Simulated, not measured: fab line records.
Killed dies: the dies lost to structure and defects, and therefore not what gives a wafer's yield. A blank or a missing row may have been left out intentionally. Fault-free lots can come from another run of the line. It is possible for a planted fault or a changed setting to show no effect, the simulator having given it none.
Which tool was responsible? || flow nand_harc || Sampling: 12 lots, 36 wafers, 2 of 1159 route steps

WHAT EACH GAUGE READ, for each wafer
NHARC_A_CONTACT_OVL_MEAS_70.
{"lot": "L075", "measured": "day 16 22:32", "on": "overlay-02", "overlay_x_nm (nm)": "1.5 1.9 1.8"}
{"lot": "L076", "measured": "day 17 08:41", "on": "overlay-01", "overlay_x_nm (nm)": "0.1 -0.4 0.1"}
{"lot": "L078", "measured": "day 18 09:07", "on": "overlay-02", "overlay_x_nm (nm)": "0.1 -0.1 -0.1"}
{"lot": "L081", "measured": "day 18 16:16", "on": "overlay-02", "overlay_x_nm (nm)": "1.2 0.6 0.5"}
{"lot": "L084", "measured": "day 19 02:10", "on": "overlay-01", "overlay_x_nm (nm)": "-0.8 -0.7 -0.7"}
{"lot": "L083", "measured": "day 20 00:08", "on": "overlay-01", "overlay_x_nm (nm)": "0.4 0.4 0.3"}
{"lot": "L087", "measured": "day 20 04:50", "on": "overlay-01", "overlay_x_nm (nm)": "0.3 -0.1 -0.5"}
{"lot": "L090", "measured": "day 20 14:21", "on": "overlay-01", "overlay_x_nm (nm)": "-0.3 -0.6 -0.3"}
{"lot": "L088", "measured": "day 20 18:38", "on": "overlay-01", "overlay_x_nm (nm)": "1.0 0.2 0.9"}
{"lot": "L093", "measured": "day 21 17:49", "on": "overlay-01", "overlay_x_nm (nm)": "-0.8 -0.4 -0.4"}
{"lot": "L095", "measured": "day 22 01:16", "on": "overlay-02", "overlay_x_nm (nm)": "-0.5 -0.8 -1.0"}
{"lot": "L096", "measured": "day 22 13:40", "on": "overlay-01", "overlay_x_nm (nm)": "0.0 0.2 0.4"}

TOOL THAT RAN EACH LOT (tool first, then ch and the chambers of the sampled wafers, then the start)
{"lot": "L075", "NHARC_A_CONTACT_ETCH_118": "har_cap_etch-01 ch 0,1, day 16 16:31"}
{"lot": "L076", "NHARC_A_CONTACT_ETCH_118": "har_cap_etch-02 ch 1, day 17 03:03"}
{"lot": "L078", "NHARC_A_CONTACT_ETCH_118": "har_cap_etch-03 ch 1, day 18 01:11"}
{"lot": "L081", "NHARC_A_CONTACT_ETCH_118": "har_cap_etch-02 ch 0,1, day 18 11:11"}
{"lot": "L084", "NHARC_A_CONTACT_ETCH_118": "har_cap_etch-02 ch 0,1, day 18 21:26"}
{"lot": "L083", "NHARC_A_CONTACT_ETCH_118": "har_cap_etch-01 ch 0,1, day 19 19:19"}
{"lot": "L087", "NHARC_A_CONTACT_ETCH_118": "har_cap_etch-03 ch 0,1, day 19 23:35"}
{"lot": "L090", "NHARC_A_CONTACT_ETCH_118": "har_cap_etch-01 ch 0,1, day 20 04:28"}
{"lot": "L088", "NHARC_A_CONTACT_ETCH_118": "har_cap_etch-02 ch 0,1, day 20 10:32"}
{"lot": "L093", "NHARC_A_CONTACT_ETCH_118": "har_cap_etch-01 ch 0,1, day 21 12:42"}
{"lot": "L095", "NHARC_A_CONTACT_ETCH_118": "har_cap_etch-02 ch 0,1, day 21 20:00"}
{"lot": "L096", "NHARC_A_CONTACT_ETCH_118": "har_cap_etch-03 ch 0,1, day 22 07:37"}
- NHARC_A_CONTACT_ETCH_118: etches the open film in C4F8/O2/Ar, time 94 s, target depth 922 nm.

THE ANSWER, worked out from the rows above alone
Rule: what is usual is taken from the lots themselves. Put in order of their means at a reading, lots are off if they are a third of the lots or fewer, leave a main group of 4 or more, and stand apart from it by a gap of 3 or more times the standard deviation of the main group's means; of several such gaps the widest counts. The tables above print the reading to a certain number of digits; a main group whose means all agree to those digits is not used. A lot without any number at a reading at which 4 lots or more have one is off too. Any other lot the step has rows for is counted as sound.
Across all readings shown, no lot is off: no conclusion can be drawn from this.

WHAT THE SIMULATOR PUT IN
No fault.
